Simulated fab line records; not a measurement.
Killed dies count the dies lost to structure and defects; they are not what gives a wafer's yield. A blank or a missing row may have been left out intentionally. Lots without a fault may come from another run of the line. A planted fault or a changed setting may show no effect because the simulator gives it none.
Split-lot trial / flow n5-finfet / on a route of 1938 steps: 7 lots, 21 wafers read

## SPLIT DETAILS
At N5_BEOL_M7_ILD_DEP_00 (deposits SiCOH lowk from DEMS/porogen, target thk 179.75 nm, time 33.4 s), the setting time-s was moved away from the recipe's 33.4 s on 8 of the 21 wafers read, by -11.4% to +9.6%. The other wafers ran this setting at the recipe's value.

## FROM SPLIT TO READING: 1 step shown by the file between the two
- N5_BEOL_M7_CURE_74: cures SiCOH lowk, time 240 s

## THE READING
M7_ILD_THK (nm), taken at N5_BEOL_M7_THK_MEAS_01. Typical for fault-free wafers on this fab line: 155.2 nm, with standard deviation 2 nm.

wafer=L075.3; tool, chamber at the split=pecvd-04, 0; time-s as run, s=33.4; against the recipe=recipe; M7_ILD_THK, nm=154.8; against lot-mates on the recipe=-
wafer=L075.4; tool, chamber at the split=pecvd-04, 2; time-s as run, s=33.4; against the recipe=recipe; M7_ILD_THK, nm=156.4; against lot-mates on the recipe=-
wafer=L075.5; tool, chamber at the split=pecvd-04, 1; time-s as run, s=35.13; against the recipe=+5.2%; M7_ILD_THK, nm=161.4; against lot-mates on the recipe=+5.8
wafer=L074.1; tool, chamber at the split=pecvd-01, 0; time-s as run, s=33.4; against the recipe=recipe; M7_ILD_THK, nm=155.5; against lot-mates on the recipe=-
wafer=L074.3; tool, chamber at the split=pecvd-01, 1; time-s as run, s=33.4; against the recipe=recipe; M7_ILD_THK, nm=152.7; against lot-mates on the recipe=-
wafer=L074.5; tool, chamber at the split=pecvd-01, 2; time-s as run, s=33.4; against the recipe=recipe; M7_ILD_THK, nm=157.6; against lot-mates on the recipe=-
wafer=L082.2; tool, chamber at the split=pecvd-03, 1; time-s as run, s=36.43; against the recipe=+9.1%; M7_ILD_THK, nm=167.4; against lot-mates on the recipe=+11.1
wafer=L082.3; tool, chamber at the split=pecvd-03, 0; time-s as run, s=36.43; against the recipe=+9.1%; M7_ILD_THK, nm=166.8; against lot-mates on the recipe=+10.5
wafer=L082.4; tool, chamber at the split=pecvd-03, 1; time-s as run, s=33.4; against the recipe=recipe; M7_ILD_THK, nm=156.3; against lot-mates on the recipe=-
wafer=L090.2; tool, chamber at the split=pecvd-03, 2; time-s as run, s=36.6; against the recipe=+9.6%; M7_ILD_THK, nm=170.2; against lot-mates on the recipe=+12.8
wafer=L090.3; tool, chamber at the split=pecvd-03, 1; time-s as run, s=36.6; against the recipe=+9.6%; M7_ILD_THK, nm=167.7; against lot-mates on the recipe=+10.3
wafer=L090.4; tool, chamber at the split=pecvd-03, 0; time-s as run, s=33.4; against the recipe=recipe; M7_ILD_THK, nm=157.4; against lot-mates on the recipe=-
wafer=L087.1; tool, chamber at the split=pecvd-04, 0; time-s as run, s=29.59; against the recipe=-11.4%; M7_ILD_THK, nm=135.0; against lot-mates on the recipe=no lot-mate on the recipe
wafer=L087.4; tool, chamber at the split=pecvd-04, 2; time-s as run, s=29.59; against the recipe=-11.4%; M7_ILD_THK, nm=139.2; against lot-mates on the recipe=no lot-mate on the recipe
wafer=L087.5; tool, chamber at the split=pecvd-04, 0; time-s as run, s=29.59; against the recipe=-11.4%; M7_ILD_THK, nm=140.0; against lot-mates on the recipe=no lot-mate on the recipe
wafer=L094.3; tool, chamber at the split=pecvd-03, 1; time-s as run, s=33.4; against the recipe=recipe; M7_ILD_THK, nm=156.0; against lot-mates on the recipe=-
wafer=L094.4; tool, chamber at the split=pecvd-03, 0; time-s as run, s=33.4; against the recipe=recipe; M7_ILD_THK, nm=157.5; against lot-mates on the recipe=-
wafer=L094.5; tool, chamber at the split=pecvd-03, 2; time-s as run, s=33.4; against the recipe=recipe; M7_ILD_THK, nm=158.5; against lot-mates on the recipe=-
wafer=L097.1; tool, chamber at the split=pecvd-01, 0; time-s as run, s=33.4; against the recipe=recipe; M7_ILD_THK, nm=153.9; against lot-mates on the recipe=-
wafer=L097.2; tool, chamber at the split=pecvd-01, 2; time-s as run, s=33.4; against the recipe=recipe; M7_ILD_THK, nm=154.9; against lot-mates on the recipe=-
wafer=L097.4; tool, chamber at the split=pecvd-01, 0; time-s as run, s=33.4; against the recipe=recipe; M7_ILD_THK, nm=153.9; against lot-mates on the recipe=-

THE FIT
A straight line over all 21 wafers: M7_ILD_THK changes by +1.43 nm for each +1% of time-s; r = +0.98; the points scatter about the line by 1.8 nm.
The same after taking each lot's own level away (the mean of its wafers on the recipe; 18 wafers): +1.19 nm for each +1%; r = +0.97; scatter 1.1 nm.
That fit puts the effect of the largest move of time-s on the reading at 14 nm.
From 154.23 to 157.40 nm: that is the span of the lots' own levels, equal to 1.6 times the standard deviation above.
In other words, the slope is changed by the lot-to-lot level; the two fits disagree.
Check: +11 nm against its lot-mates is what the line predicts for one of the wafers moved furthest among these (+9.6%) when that wafer is left out of the fit. Against them it came out at +12.8 nm.

## THE OTHER SPLITS THESE WAFERS WENT THROUGH
Before the reading, these wafers also passed through other splits. Each is held against what the fit with the lots' levels taken away leaves over:
other split on the same wafers=N5_BEOL_M3_EXPOSE_08 dose-mj; wafers away from the commonest value=5; r with M7_ILD_THK (lot level and that fit taken away)=-0.31
other split on the same wafers=N5_BEOL_M3_SPUTTER_81 time-s; wafers away from the commonest value=9; r with M7_ILD_THK (lot level and that fit taken away)=-0.13
other split on the same wafers=N5_BEOL_M4_DESCUM_16 time-s; wafers away from the commonest value=8; r with M7_ILD_THK (lot level and that fit taken away)=+0.15
other split on the same wafers=N5_BEOL_M4_COAT_76 spin-rpm; wafers away from the commonest value=4; r with M7_ILD_THK (lot level and that fit taken away)=+0.25
other split on the same wafers=N5_BEOL_M6_COAT_64 spin-rpm; wafers away from the commonest value=6; r with M7_ILD_THK (lot level and that fit taken away)=-0.21

## THE WHOLE CHAIN: every reading that the file lists as answering this split, in the file's order
step=N5_BEOL_M7_ILD_DEP_00; what it does=deposits SiCOH lowk from DEMS/porogen, target thk 179.75 nm, time 33.4 s; reading=SiCOH_lowk_of_BEOL_M7_ILD_DEP_00.thk-nm (the simulator's own value, which no gauge read); change (the file's fit)=+1.39 nm for each +1% of the setting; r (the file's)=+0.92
step=N5_BEOL_M7_CURE_74; what it does=cures SiCOH lowk, time 240 s; reading=SiCOH_lowk_of_BEOL_M7_ILD_DEP_00.thk-nm (the simulator's own value, which no gauge read); change (the file's fit)=+1.19 nm for each +1% of the setting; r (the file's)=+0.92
step=N5_BEOL_M7_THK_MEAS_01; what it does=; reading=M7_ILD_THK; change (the file's fit)=+1.19 for each +1% of the setting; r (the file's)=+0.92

## THE FILE'S OWN FIT
M7_ILD_THK changes by +1.19 nm for each +1% of time-s, r = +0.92.
